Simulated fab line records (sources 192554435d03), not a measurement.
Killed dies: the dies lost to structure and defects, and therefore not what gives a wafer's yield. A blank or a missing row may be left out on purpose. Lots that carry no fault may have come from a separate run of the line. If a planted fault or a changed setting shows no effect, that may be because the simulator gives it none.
One fault seen from 2 desks -- flow n5 finfet -- only its own numbers are on each desk; what lay behind them is given at the end

## FROM THE METROLOGY DESK
What the gauges read, lot by lot, whatever tool the lot ran on: means of the sampled wafers that have a number. The brackets show how far a lot's mean lies from the usual mean; more than 4 standard deviations puts the lot out of limits, marked OUT. Shown here are 7 of its 11 readings, the ones lying furthest out on some lot.
Columns: A = cd nm at N5_BEOL_M0_SAQP_CD_MEAS_25, usual 12.77 nm; B = DIBL_N at N5_BEOL_M4_RC_MEAS_101, usual 36.3 mV/V; C = DIBL_P at N5_BEOL_M4_RC_MEAS_101, usual 35.7 mV/V; D = IOFF_P at N5_BEOL_M4_RC_MEAS_101, usual 0.204 nA/um; E = SS_P at N5_BEOL_M4_RC_MEAS_101, usual 73.1 mV/dec; F = VT_N at N5_BEOL_M4_RC_MEAS_101, usual 250.2 mV; G = VT_P at N5_BEOL_M4_RC_MEAS_101, usual -251 mV
lot,first seen here,A,B,C,D,E,F,G
L933,day 6 09:05,12.63,36.5,36.8,0.196,73.1,246.5,-254
L937,day 7 14:58,12.72,36.0,35.7,0.179,72.8,252.7,-256
L938,day 7 20:29,12.43,35.4,35.9,0.233,73.3,248.7,-246
L941,day 8 17:37,12.07,36.5,36.0,0.191,73.2,251.0,-253
L942,day 8 23:31,12.54,35.3,36.7,0.188,73.4,250.0,-252
L947,day 10 03:22,12.81,39.0,38.0,0.249,74.0,248.4,-249
L950,day 10 14:34,12.60,36.2,35.4,0.189,73.2,250.5,-253
L951,day 10 20:43,12.74,36.8,36.6,0.230,72.8,247.8,-247
L953,day 11 09:46,12.86,35.9,35.0,0.183,72.4,251.2,-253
Result from this desk: across the 9 lots, nothing is out of limits.

## THE TOOL OWNER'S DESK: ald sin-01
The tool's own readings at N5_BEOL_M0_SAQP_SPACER1_ALD_98 (deposits SiO2, target thk 12.8 nm, pulse time 1 s, purge time 2 s): means of the sampled wafers that have a number, for each lot that ran on this tool. The brackets show how far a lot's mean lies from the usual mean; more than 4 standard deviations puts the lot out of limits, marked OUT.
Columns: A = heater power w at N5_BEOL_M0_SAQP_SPACER1_ALD_98, usual 470 W; B = precursor pulse height rel at N5_BEOL_M0_SAQP_SPACER1_ALD_98, usual 1.000; C = susceptor temp C at N5_BEOL_M0_SAQP_SPACER1_ALD_98, usual 300.01 C
lot,first seen here,A,B,C
L933,day 6 08:25,488,0.979,300.00
L937,day 7 14:12,498,1.003,299.86
L938,day 7 19:49,498,0.992,300.12
L941,day 8 16:56,491,1.008,300.05
L942,day 8 22:50,498,0.986,299.89
L953,day 11 09:05,581,1.013,300.02
Result from this desk: across the 6 lots, nothing is out of limits.

## BROUGHT TOGETHER
At the metrology desk, nothing out of limits was observed.
The tool owner's desk saw nothing out of limits.

## WHAT THE SIMULATOR HAD INSERTED
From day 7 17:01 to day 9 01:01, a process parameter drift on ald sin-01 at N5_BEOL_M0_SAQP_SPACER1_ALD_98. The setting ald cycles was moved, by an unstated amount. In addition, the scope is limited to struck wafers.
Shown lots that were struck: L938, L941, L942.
